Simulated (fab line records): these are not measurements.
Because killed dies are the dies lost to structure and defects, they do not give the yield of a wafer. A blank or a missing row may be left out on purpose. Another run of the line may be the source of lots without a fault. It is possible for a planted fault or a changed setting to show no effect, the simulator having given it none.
Split-lot study -- flow n5Finfet -- route with 1938 steps; 7 lots, 21 wafers read

== ABOUT THE SPLIT ==
At N5_MOL_CONTACT_COAG_ETCH_124 (etches SiNx in CH3F/O2, stops on SiOC, target depth 6.5 nm), the setting biasW was moved away from the recipe's 73 W on 6 of the 21 wafers read, by -17.0% to +16.7%. All remaining wafers had this setting at the recipe value.

The reading is taken at the split's own step.

== THE READING ==
rfVppV, in V, at N5_MOL_CONTACT_COAG_ETCH_124 (etches SiNx in CH3F/O2, stops on SiOC, target depth 6.5 nm). Fault-free wafers of this fab line usually give 294 V, standard deviation 4.6 V.

wafer,"tool, chamber at the split","biasW as run, W",against the recipe,"rfVppV, V",against lot-mates on the recipe
L074.3,"rieDiel-06, 0",73,recipe,292,-
L074.5,"rieDiel-06, 0",85.17,+16.7%,329,+37
L074.6,"rieDiel-06, 1",85.17,+16.7%,331,+39
L081.1,"rieDiel-06, 1",73,recipe,292,-
L081.2,"rieDiel-06, 0",60.57,-17.0%,251,-40
L081.6,"rieDiel-06, 0",73,recipe,290,-
L082.2,"rieDiel-02, 3",69.59,-4.7%,288,-5
L082.3,"rieDiel-02, 0",69.59,-4.7%,286,-7
L082.4,"rieDiel-02, 1",73,recipe,293,-
L089.2,"rieDiel-06, 3",73,recipe,292,-
L089.4,"rieDiel-06, 1",73,recipe,295,-
L089.6,"rieDiel-06, 1",73,recipe,296,-
L092.1,"rieDiel-06, 3",73,recipe,293,-
L092.3,"rieDiel-06, 1",73,recipe,295,-
L092.5,"rieDiel-06, 3",65.89,-9.7%,270,-24
L093.2,"rieDiel-02, 1",73,recipe,293,-
L093.4,"rieDiel-02, 3",73,recipe,299,-
L093.6,"rieDiel-02, 1",73,recipe,293,-
L096.1,"rieDiel-02, 0",73,recipe,298,-
L096.5,"rieDiel-02, 1",73,recipe,294,-
L096.6,"rieDiel-02, 2",73,recipe,287,-

THE FIT
A straight line over all 21 wafers: rfVppV changes by +2.27 V for each +1% of biasW; r = +0.98; the points scatter about the line by 3.1 V.
The same after taking each lot's own level away (the mean of its wafers on the recipe; 21 wafers): +2.27 V for each +1%; r = +0.99; scatter 2.8 V.
On that fit, the largest move of biasW shifts the reading by 39 V.
The span of the lots' own levels, 291.0 to 295.0 V, comes to 0.9 times the standard deviation stated above.
The two slopes are in agreement: the lot-to-lot level therefore moves the slope only a little.
Check: -37.6 V against its lot-mates is what the line predicts for one of the wafers moved furthest among these (-17.0%) when that wafer is left out of the fit. It came out at -40 V against them.
Tool readings at the split's step, against how far the setting was moved: rfVppV r = +0.98.

== ADDITIONAL SPLITS CARRIED BY THESE WAFERS ==
Before the reading, these wafers also passed through other splits. Each is held against what the fit with the lots' levels taken away leaves over:
other split on the same wafers,wafers away from the commonest value,r with rfVppV (lot level and that fit taken away)
N5_SD_EPI_N_PEB_07 pebTempC,4,-0.54
N5_ILD0_CMP_12 downForcePsi,5,-0.15
N5_SDB_COAT_05 spinRpm,7,+0.39
N5_HKMG_FIN_ETCH_54 sourceW,11,+0.25
N5_MOL_CONTACT_COAG_EXPOSE_05 doseMj,6,-0.10

== FILE'S OWN FIT ==
rfVppV changes by +2.29 V for each +1% of biasW, r = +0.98.
